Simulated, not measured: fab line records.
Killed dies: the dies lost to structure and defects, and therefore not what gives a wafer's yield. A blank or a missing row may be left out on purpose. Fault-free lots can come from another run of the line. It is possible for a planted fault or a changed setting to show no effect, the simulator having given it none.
Struck lot and sound lot, side by side / flow nand-harc / 15 steps out of a route of 1302
Sound: wafers L822.1, L822.2, L822.5. Wafers struck: L811.1, L811.2, L811.5. The cause is given at the end.
Per side, at each step with rows, come the tool, then ch with its chambers, and then its first start. Under that, the readings that differ: sound wafers / struck wafers / difference of the means / sigmas: that difference in standard deviations of wafers without a fault.
alike: words and numbers the same on both sides, and readings whose means are apart by under 2 such deviations; not compared: readings that were withheld, readings missing a value for some wafer, numbers with overlapping values and no deviation given by the record, and bounds like >300 which may hide the same value.
The two part at a step that has a row with sigmas, a row that says differs or no value, or rows on one side only. When numbers do not overlap yet have no deviation, they are printed without sigmas and do not part them. Lack of a reading on every wafer of one side parts them only where that side has two or more wafers.

first, 9 steps without rows for these wafers: NHARC_P_GATE_SRD_100; NHARC_P_GATE_DEHYDRATE_38 (time 120 s); NHARC_P_GATE_HMDS_39 (time 30 s); NHARC_P_GATE_COAT_40; NHARC_P_GATE_SOFTBAKE_41 (time 95 s); NHARC_P_GATE_EBR_42; NHARC_P_GATE_EXPOSE_43 (exposes mask P NSD, target cd 720 nm); NHARC_P_GATE_PEB_44 (peb time 85 s); NHARC_P_GATE_DEVELOP_45 (time 70 s).
NHARC_P_GATE_CD_MEAS_46: the cd target is 720 nm.
  sound on cd-sem-03 ch 0, day 13 22:29; struck on cd-sem-01 ch 0, day 9 04:16
  alike: cd-nm
then, 1 step without rows for these wafers: NHARC_P_GATE_HARDBAKE_47 (time 80 s).
NHARC_P_GATE_DESCUM_48: chemistry O2, time 3 s.
  sound on rie-diel-04 ch 0,1,2, day 13 22:38; struck on rie-diel-04 ch 1,2, day 9 04:25
  alike: drypump-motor-current-A, oes-product-au, rf-vpp-V, showerhead-plenum-p-Torr, throttle-valve-pct
  not compared: rf-hours-counter-h
NHARC_P_GATE_IMPLANT_49:
  struck on implanter-01, day 9 04:34; sound on implanter-02 ch 0, day 13 22:47
  no value came back on the struck wafers for beam-energy-keV, beam-on-s (s), tilt-deg (degrees); on the sound wafers beam-energy-keV reads 30.014 29.997 30.012
NHARC_P_GATE_STRIP_111: strips in N2/H2, time 250 s.
  sound on plasma-asher-02 ch 0,1, day 13 23:01; struck on plasma-asher-01 ch 0,1, day 9 04:47
  alike: drypump-motor-current-A, heater-power-w, rf-refl-power-W
  not compared: rf-hours-counter-h
-- break in the record here, with 19 days between the starts of the struck wafers on either side (left off in module P_GATE, picked up again in module END, where the first step shown is number 1302 on the route) --
NHARC_END_SORT_01:
  only the struck wafers appear in the record here, on prober-01 ch 0 at day 27 18:44; the sound ones have no rows

## WHERE THEY PART
Last at NHARC_END_SORT_01 as far as this record goes, first at NHARC_P_GATE_IMPLANT_49.

WHY: the cause the simulator had injected
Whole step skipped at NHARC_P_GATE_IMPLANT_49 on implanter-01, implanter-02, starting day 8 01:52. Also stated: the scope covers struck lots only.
